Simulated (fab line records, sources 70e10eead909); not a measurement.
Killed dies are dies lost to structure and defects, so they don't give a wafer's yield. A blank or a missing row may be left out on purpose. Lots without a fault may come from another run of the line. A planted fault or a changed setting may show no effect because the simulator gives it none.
One fault seen from 3 desks | flow nand_harc | each desk has only its own numbers; what lay behind them comes last

THE DEFECT DESK
What the inspections along the route counted, lot by lot: means of the sampled wafers that have a number. A lot is out of limits, marked OUT, if its mean lies more than 4 standard deviations from the usual mean; the brackets give that distance.
Columns: A = raw_defect_count at NHARC_A_WL_FILL_INSPECT_15, usual 479
lot  | first seen here | A
L596 | day 21 13:10    | 533
L597 | day 21 18:03    | 326
L600 | day 22 15:14    | 426
L599 | day 22 15:23    | 392
L604 | day 24 14:46    | 394
L608 | day 25 21:52    | 262
L609 | day 25 21:52    | 478
L611 | day 26 22:02    | 413
L614 | day 28 22:28    | 316
L615 | day 29 01:34    | 654
L616 | day 29 20:37    | 481
L617 | day 29 20:40    | 392
L618 | day 30 08:43    | 764
L619 | day 30 11:35    | 408
This desk's finding: nothing out of limits on any of the 14 lots.

THE METROLOGY DESK
What the gauges read, lot by lot, whatever tool the lot ran on: means of the sampled wafers that have a number. A lot is out of limits, marked OUT, if its mean lies more than 4 standard deviations from the usual mean; the brackets give that distance.
Columns: A = overlay_x_nm at NHARC_A_CONTACT_OVL_MEAS_43, usual 0.0 nm; B = overlay_y_nm at NHARC_A_CONTACT_OVL_MEAS_43, usual 0.1 nm
lot  | first seen here | A    | B
L596 | day 21 18:45    | 1.1  | -1.4
L597 | day 22 00:26    | -0.8 | 0.6
L600 | day 22 20:59    | 0.4  | 0.7
L599 | day 22 21:09    | 0.7  | 1.5
L604 | day 24 21:36    | -0.7 | 0.3
L608 | day 26 04:34    | -1.8 | 0.2
L609 | day 26 05:06    | 0.5  | -1.2
L611 | day 27 03:53    | 1.0  | -0.7
L614 | day 29 06:44    | -0.9 | 0.7
L615 | day 29 09:24    | -0.5 | -0.1
L616 | day 30 02:22    | -1.3 | 0.2
L617 | day 30 02:53    | 0.1  | -0.1
L618 | day 30 14:23    | 0.3  | -0.6
L619 | day 30 20:30    | 1.4  | 0.3
This desk's finding: nothing out of limits on any of the 14 lots.

THE TOOL OWNER'S DESK: rie_diel-05
The tool's own readings at NHARC_A_CONTACT_ETCH_50 (etches the open film in CF4/CHF3, target depth 121 nm, time 60.5 s): means of the sampled wafers that have a number, for each lot that ran on this tool. A lot is out of limits, marked OUT, if its mean lies more than 4 standard deviations from the usual mean; the brackets give that distance.
Columns: A = drypump_motor_current_A at NHARC_A_CONTACT_ETCH_50, usual 5.7 A; B = oes_product_au at NHARC_A_CONTACT_ETCH_50, usual 0.956 a.u.; C = rf_vpp_V at NHARC_A_CONTACT_ETCH_50, usual 371.2 V; D = run_length_s at NHARC_A_CONTACT_ETCH_50, usual 81.9 s; E = showerhead_plenum_p_Torr at NHARC_A_CONTACT_ETCH_50, usual 1.59 Torr; F = throttle_valve_pct at NHARC_A_CONTACT_ETCH_50, usual 16.803 %
lot  | first seen here | A   | B     | C     | D               | E    | F
L596 | day 21 19:23    | 5.8 | 0.972 | 371.5 | 82.4            | 1.62 | 16.806
L604 | day 24 22:14    | 6.0 | 0.910 | 370.3 | 76.2 (-11) OUT  | 1.59 | 16.804
L608 | day 26 05:12    | 5.9 | 0.969 | 371.0 | 78.2 (-7.2) OUT | 1.57 | 16.798
L609 | day 26 07:09    | 5.9 | 0.954 | 369.6 | 76.2 (-11) OUT  | 1.54 | 16.802
L614 | day 29 07:21    | 5.9 | 0.954 | 370.4 | 81.6            | 1.59 | 16.804
L615 | day 29 10:01    | 5.8 | 0.969 | 371.0 | 82.3            | 1.59 | 16.803
L616 | day 30 03:02    | 5.8 | 0.969 | 370.6 | 82.3            | 1.56 | 16.810
L617 | day 30 04:14    | 5.9 | 0.953 | 369.3 | 81.7            | 1.55 | 16.801
L619 | day 30 21:13    | 5.7 | 0.956 | 371.4 | 82.1            | 1.60 | 16.802
This desk's finding: out of limits on L604, L608, L609; first on L604, day 24 22:14 (run_length_s at NHARC_A_CONTACT_ETCH_50). In limits: L596, L614, L615, L616, L617, L619.

PUT TOGETHER
The tool owner's desk could have raised an alarm at day 24 22:14, on L604, L608, L609.
The defect desk saw nothing out of limits.
The metrology desk saw nothing out of limits.
The defect desk has L604, L608, L609 on record, within its limits.
The metrology desk has L604, L608, L609 on record, within its limits.
Of the lots named, all ran NHARC_A_CONTACT_ETCH_50 on rie_diel-05.

WHAT THE SIMULATOR HAD PUT IN
Process parameter drift: rie_diel-05, from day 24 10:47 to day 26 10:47, at NHARC_A_CONTACT_ETCH_50. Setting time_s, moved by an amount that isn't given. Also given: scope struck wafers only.
Lots struck among those shown: L604, L608, L609.
Hours from the fault's start to each desk's first reading out of limits: the tool owner's desk, 11.
